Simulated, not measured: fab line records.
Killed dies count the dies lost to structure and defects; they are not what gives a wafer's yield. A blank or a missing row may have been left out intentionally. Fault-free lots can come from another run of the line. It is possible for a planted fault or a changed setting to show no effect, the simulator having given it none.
Split-lot experiment	flow n5Finfet	7 lots, 39 wafers read, on a route of 1938 steps

== ABOUT THE SPLIT ==
At N5_FIN_SAQP_HM_DEP_72 (deposits SiO2 from SiH4/N2O, target thk 12 nm, time 7.2 s), the setting timeS was moved away from the recipe's 7.2 s on 15 of the 39 wafers read, by -13.1% to +15.1%. For the rest of the wafers, this setting stayed at what the recipe calls for.

== FROM THE SPLIT TO THE READING: what the file shows between them, 4 steps ==
- N5_FIN_SAQP_COAT_49: time 60 s, resist thk 100 nm
- N5_FIN_SAQP_COAT_50: time 60 s, resist thk 35 nm
- N5_FIN_SAQP_ETCH_52: etches SOC in N2/H2, target depth 100 nm, overetch 20 nm, time 150 s
- N5_FIN_SAQP_STRIP_53: strips in N2/H2

== THE READING ==
etch.depthNm (the simulator's own value, which no gauge read), in nm, at N5_FIN_SAQP_HM_OPEN_73 (chemistry CHF3/O2, target SiO2, stops on a-Si, target depth 12 nm, time 16.8 s). The file gives no usual value for it. Average 11.98 nm, standard deviation 0.18 nm, over the 24 wafers here run with the recipe.

wafer	tool, chamber at the split	timeS as run, s	against the recipe	etch.depthNm, nm	against lot-mates on the recipe
L074.1	pecvd-03, 1	7.2	recipe	11.93	-
L074.2	pecvd-03, 2	7.2	recipe	11.76	-
L074.3	pecvd-03, 0	6.383	-11.3%	10.61	-1.33
L074.4	pecvd-03, 1	7.2	recipe	12.13	-
L074.5	pecvd-03, 0	6.383	-11.3%	10.73	-1.21
L074.6	pecvd-03, 2	6.383	-11.3%	10.54	-1.40
L079.1	pecvd-04, 0	8.288	+15.1%	13.61	+1.78
L079.2	pecvd-04, 1	7.2	recipe	11.68	-
L079.3	pecvd-04, 2	8.288	+15.1%	13.3	+1.47
L079.4	pecvd-04, 2	7.2	recipe	12	-
L079.5	pecvd-04, 1	8.288	+15.1%	13.83	+2.00
L079.6	pecvd-04, 0	7.2	recipe	11.82	-
L080.1	pecvd-04, 2	7.2	recipe	11.93	-
L080.2	pecvd-04, 1	6.258	-13.1%	10.43	-1.57
L080.3	pecvd-04, 0	7.2	recipe	12.01	-
L080.4	pecvd-04, 0,1	6.258	-13.1%	10.6	-1.40
L080.6	pecvd-04, 0,1	6.258	-13.1%	10.6	-1.40
L080.5	pecvd-04, 2	7.2	recipe	12.06	-
L082.1	pecvd-02, 2	7.2	recipe	12.18	-
L082.2	pecvd-02, 1	7.678	+6.6%	12.77	+0.57
L082.3	pecvd-02, 2	7.678	+6.6%	13.3	+1.10
L082.4	pecvd-02, 1	7.2	recipe	12.15	-
L082.5	pecvd-02, 1	7.678	+6.6%	12.79	+0.59
L082.6	pecvd-02, 2	7.2	recipe	12.27	-
L087.1	pecvd-02, 0	7.2	recipe	11.87	-
L087.2	pecvd-02, 1	7.2	recipe	11.94	-
L087.3	pecvd-02, 2	7.2	recipe	12.31	-
L093.1	pecvd-03, 2	7.2	recipe	11.88	-
L093.2	pecvd-03, 0	7.2	recipe	11.98	-
L093.3	pecvd-03, 1	7.2	recipe	11.66	-
L093.4	pecvd-03, 2	7.2	recipe	12.03	-
L093.5	pecvd-03, 1	7.2	recipe	12.07	-
L093.6	pecvd-03, 0	7.2	recipe	11.73	-
L096.1	pecvd-04, 2	7.2	recipe	11.83	-
L096.2	pecvd-04, 0	8.054	+11.9%	13.45	+1.38
L096.3	pecvd-04, 1	8.054	+11.9%	13.28	+1.21
L096.4	pecvd-04, 2	7.2	recipe	12.2	-
L096.5	pecvd-04, 0	7.2	recipe	12.17	-
L096.6	pecvd-04, 1	8.054	+11.9%	13.48	+1.41
Rows listing several chambers each stand for several wafers; the file does not say which wafer went through which chamber.

THE FIT
A straight line over all 39 wafers: etch.depthNm changes by +0.114 nm for each +1% of timeS; r = +0.98; the points scatter about the line by 0.19 nm.
The same after taking each lot's own level away (the mean of its wafers on the recipe; 39 wafers): +0.114 nm for each +1%; r = +0.98; scatter 0.15 nm.
Per that fit: largest timeS move, reading shift of 1.7 nm.
Measured against the standard deviation above, the lots' own levels, which go from 11.833 to 12.200 nm, span 2.1 times it.
The two slopes are in agreement: the lot-to-lot level therefore moves the slope only a little.
Check: with one of the wafers moved furthest among these (+15.1%) left out of the fit, the line predicts +1.71 nm for it against its lot-mates. Against them it came out at +1.78 nm.

== THE WHOLE CHAIN: every reading that the file lists as answering this split, in the file's order ==
step	what it does	reading	change (the file's fit)	r (the file's)
N5_FIN_SAQP_HM_DEP_72	deposits SiO2 from SiH4/N2O, target thk 12 nm, time 7.2 s	SiO2_of_FIN_SAQP_HM_DEP_72.thkNm (the simulator's own value, which no gauge read)	+0.114 nm for each +1% of the setting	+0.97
N5_FIN_SAQP_HM_OPEN_73	chemistry CHF3/O2, target SiO2, stops on a-Si, target depth 12 nm, time 16.8 s	etch.depthNm (the simulator's own value, which no gauge read)	+0.114 nm for each +1% of the setting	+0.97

== THE FILE'S OWN FIT ==
etch.depthNm changes by +0.114 nm for each +1% of timeS, r = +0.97.
